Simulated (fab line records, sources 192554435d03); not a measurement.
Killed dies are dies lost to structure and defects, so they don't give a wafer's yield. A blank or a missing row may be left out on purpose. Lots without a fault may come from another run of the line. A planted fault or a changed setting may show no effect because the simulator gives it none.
A struck lot beside a sound one | flow n5_finfet | 13 steps out of a route of 1938
Sound: wafers L758.2, L758.6. Struck: wafers L764.1, L764.4, L764.5. The cause comes at the end.
At each step with rows: each side's tool, then ch and its chambers, then its first start. Under that, the readings that differ: sound wafers | struck wafers | difference of the means | sigmas: that difference in standard deviations of wafers without a fault.
alike: readings whose means differ by less than 2 such deviations, and words and numbers that are the same on both sides. not compared: withheld readings, readings that some wafer has no value for, bounds like >300 that may hide the same value, and numbers for which the record gives no deviation and whose values overlap.
The two part at a step that has a row with sigmas, a row that says differs or no value, or rows on one side only. Numbers that don't overlap but have no deviation are shown without sigmas and don't part them. A reading that every wafer of one side lacks parts them only if that side has two wafers or more.

first, 3 steps without rows for these wafers: N5_SD_EPI_P_PRECLEAN_32 (cleans in dHF, time 10 s); N5_SD_EPI_P_PRECLEAN_33 (cleans in SC2, time 45 s); N5_SD_EPI_P_SRD_25 (time 30 s).
N5_SD_EPI_P_INSPECT_26: inspects for defects (darkfield).
  sound on defect_inspect-01, day 4 21:03; struck on defect_inspect-02, day 6 08:56
  alike: raw_defect_count
N5_SD_ACTIVATION_RTA_00: time 0 s.
  sound on rtp_anneal-01 ch 0, day 4 21:25; struck on rtp_anneal-01 ch 0, day 6 08:58
  alike: lamp_power_pct, wafer_temp_C_max
N5_SD_ACTIVATION_LSA_01: time 0.0008 s.
  sound on laser_anneal-01 ch 0, day 4 21:46; struck on laser_anneal-01 ch 0, day 6 09:10
  alike: wafer_temp_C_max
N5_SD_ACTIVATION_INSPECT_02: inspects for defects (darkfield).
  sound on defect_inspect-02, day 4 22:16; struck on defect_inspect-02, day 6 09:41
  alike: raw_defect_count
N5_ILD0_LINER_00: material SiNx, target thk 4 nm, pulse time 1 s, purge time 2 s.
  sound on ald_sin-03 ch 0, day 4 22:18; struck on ald_sin-01 ch 1,2,3, day 6 09:52
  alike: heater_power_w, precursor_pulse_height_rel
then, 2 steps without rows for these wafers: N5_ILD0_FCVD_FILL_01 (material SiO2 flowable, target thk 200 nm, time 328.3 s); N5_ILD0_CURE_02 (time 1800 s).
N5_ILD0_CMP_03: polishes, stops on SiNx, t overpolish 1.9 s, target thk 197.38 nm.
  sound on cmp-03 ch 0,3, day 5 00:44; struck on cmp-04 ch 0,1, day 6 12:14
  reading             | sound       | struck            | difference | sigmas
  motor_current_A (A) | 13.8 14.2   | 11.8 9.9 10.3     | -3.3       | -3
  platen_rpm (rpm)    | 51.75 51.80 | 49.73 49.71 49.70 | -2.06      | -61
  alike: overpolish_run_s, retaining_ring_pressure_frac, time_to_endpoint_s
N5_ILD0_THK_MEAS_04:
  sound on film_metro-02, day 5 00:58; struck on film_metro-02, day 6 12:32
  alike: thk_nm
then, 1 step without rows for these wafers: N5_PASSIVATION_PROBE_49.

WHERE THEY PART
Only at N5_ILD0_CMP_03, within this record. Later steps at which nothing parts them and some readings are alike: N5_ILD0_THK_MEAS_04.

WHY: what the simulator had put in
Process parameter drift: cmp-04, from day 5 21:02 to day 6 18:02, at N5_ILD0_CMP_03. Setting platen_rpm, moved by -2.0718, from 51.796. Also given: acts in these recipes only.
